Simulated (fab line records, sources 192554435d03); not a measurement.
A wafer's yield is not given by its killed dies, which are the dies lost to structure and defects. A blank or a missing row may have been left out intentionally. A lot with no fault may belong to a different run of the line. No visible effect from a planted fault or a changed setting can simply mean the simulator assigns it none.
A struck lot beside a sound one + flow n5 finfet + 36 steps out of a route of 1938
Sound: these wafers, L282.3, L282.4, L282.5. Wafers L275.1, L275.3, L275.4 were the ones struck. The cause comes at the end.
At each step with rows: each side's tool, then ch and its chambers, then its first start. Under that, the readings that differ: sound wafers + struck wafers + difference of the means + sigmas: that difference in standard deviations of wafers without a fault.
alike: readings with means less than 2 such deviations apart, plus words and numbers identical on both sides. not compared: withheld readings, readings lacking a value on some wafer, bounds such as >300 that could conceal the same value, and numbers that have no deviation in the record and whose values overlap.
The two part at a step that has a row with sigmas, a row that says differs or no value, or rows on one side only. When numbers do not overlap yet have no deviation, they are printed without sigmas and do not part them. A reading missing from all wafers of one side parts the sides only when that side holds two or more wafers.

first, 9 steps without rows for these wafers: N5_BEOL_M5_COAT_05 (resist thk 30 nm); N5_BEOL_M5_EBR_07; N5_BEOL_M5_SOFTBAKE_06 (time 60 s); N5_BEOL_M5_EXPOSE_08 (exposes mask M5, target cd 28 nm); N5_BEOL_M5_PEB_09 (peb time 60 s); N5_BEOL_M5_DEVELOP_10 (develop time 30 s); N5_BEOL_M5_DESCUM_16 (chemistry O2, time 7 s); N5_BEOL_M5_ETCH_72 (etches underlayer in N2/H2, target depth 6.5 nm, time 5.2 s); N5_BEOL_M5_ETCH_61 (etches SiARC in CF4, target depth 15.6 nm, time 26 s).
N5_BEOL_M5_ETCH_62: etches SOC in N2/H2, target depth 75 nm, overetch 15 nm, time 112.5 s.
  sound on rie diel-06 ch 1,2,3, day 12 02:02; struck on rie diel-03 ch 0,1,3, day 11 04:21
| reading                                    | sound             | struck               | difference | sigmas |
|--------------------------------------------|-------------------|----------------------|------------|--------|
| rf fwd power W (W)                         | 835.4 829.1 834.0 | 1034.4 1039.3 1037.0 | +204.1     | +70    |
| rf vpp V (V)                               | 522.4 525.5 523.7 | 485.1 491.5 491.2    | -34.6      | -17    |
| model.SiARC_of_BEOL_M5_COAT_60.thk nm (nm) | 6.8 6.8 6.8       | 6.2 6.2 6.2          | -0.6       |        |
| model.BEOL_M5.cd nm (nm)                   | 27.8 28 27.8      | 28.4 28.6 28.2       | +0.5       |        |
  alike: drypump motor current A, h2 flow sccm, n2 flow sccm, oes product au, showerhead plenum p Torr, temp c, throttle valve pct
  not compared: rf hours counter h
then, 24 steps without rows for these wafers: N5_BEOL_M5_STRIP_63 (strips in N2/H2); N5_BEOL_M5_STRIP_73 (strips in N2/H2); N5_BEOL_M5_STRIP_64 (strips in CF4); N5_BEOL_M5_HM_OPEN_17 (chemistry Cl2/BCl3, target TiN, target depth 20 nm, overetch 6 nm); N5_BEOL_M5_STRIP_19 (strips in O2); N5_BEOL_M5_COAT_65 (time 60 s, resist thk 60 nm); N5_BEOL_M5_COAT_66 (time 60 s, resist thk 12 nm); N5_BEOL_M5_COAT_74 (time 60 s, resist thk 5 nm); N5_BEOL_M5_COAT_22 (resist thk 30 nm); N5_BEOL_M5_EBR_24; N5_BEOL_M5_SOFTBAKE_23 (time 60 s); N5_BEOL_M5_EXPOSE_25 (exposes mask V4, defocus 10 nm); N5_BEOL_M5_PEB_26 (peb time 60 s); N5_BEOL_M5_DEVELOP_27 (develop time 30 s); N5_BEOL_M5_DESCUM_33 (chemistry O2, time 7 s); N5_BEOL_M5_ETCH_75 (etches underlayer in N2/H2, target depth 6.5 nm, time 5.2 s); N5_BEOL_M5_ETCH_67 (etches SiARC in CF4, target depth 15.6 nm, time 26 s); N5_BEOL_M5_ETCH_68 (etches SOC in N2/H2, target depth 80 nm, overetch 16 nm, time 120 s); N5_BEOL_M5_STRIP_69 (strips in N2/H2); N5_BEOL_M5_STRIP_76 (strips in N2/H2); N5_BEOL_M5_VIA_ETCH_34 (etches SiCOH lowk in C4F6/O2, target depth 88.3 nm, time 39.2 s); N5_BEOL_M5_STRIP_85 (strips in C4F6/O2); N5_BEOL_M5_STRIP_36 (strips in N2/H2); N5_BEOL_M5_TRENCH_ETCH_37 (etches SiCOH lowk in C4F6/O2, target depth 71.652 nm, time 24.7 s).
N5_BEOL_M5_ETCH_41: etches SiCN in CH3F/O2, target depth 31.5 nm, time 56.7 s.
  sound on rie diel-06 ch 1,3; struck on rie diel-03 ch 1,2,3
  alike: drypump motor current A, oes product au, rf fwd power W, rf vpp V, showerhead plenum p Torr, throttle valve pct
  not compared: rf hours counter h, model.BEOL_M5.cd nm
-- a jump in the record: the struck wafers' starts before and after are 4 days apart (it breaks off in module BEOL_M5 and resumes in module PASSIVATION, where the first step shown is number 1936 of the route) --
N5_PASSIVATION_PROBE_49:
  record: rows for the struck wafers here (prober-01, day 15 07:52), none for the sound ones

## WHERE THEY PART
First at N5_BEOL_M5_ETCH_62; last, within this record, at N5_PASSIVATION_PROBE_49.

WHY: what the simulator had put in
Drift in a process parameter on rie diel-03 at N5_BEOL_M5_ETCH_62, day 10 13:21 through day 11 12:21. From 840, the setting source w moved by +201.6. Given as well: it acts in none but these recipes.
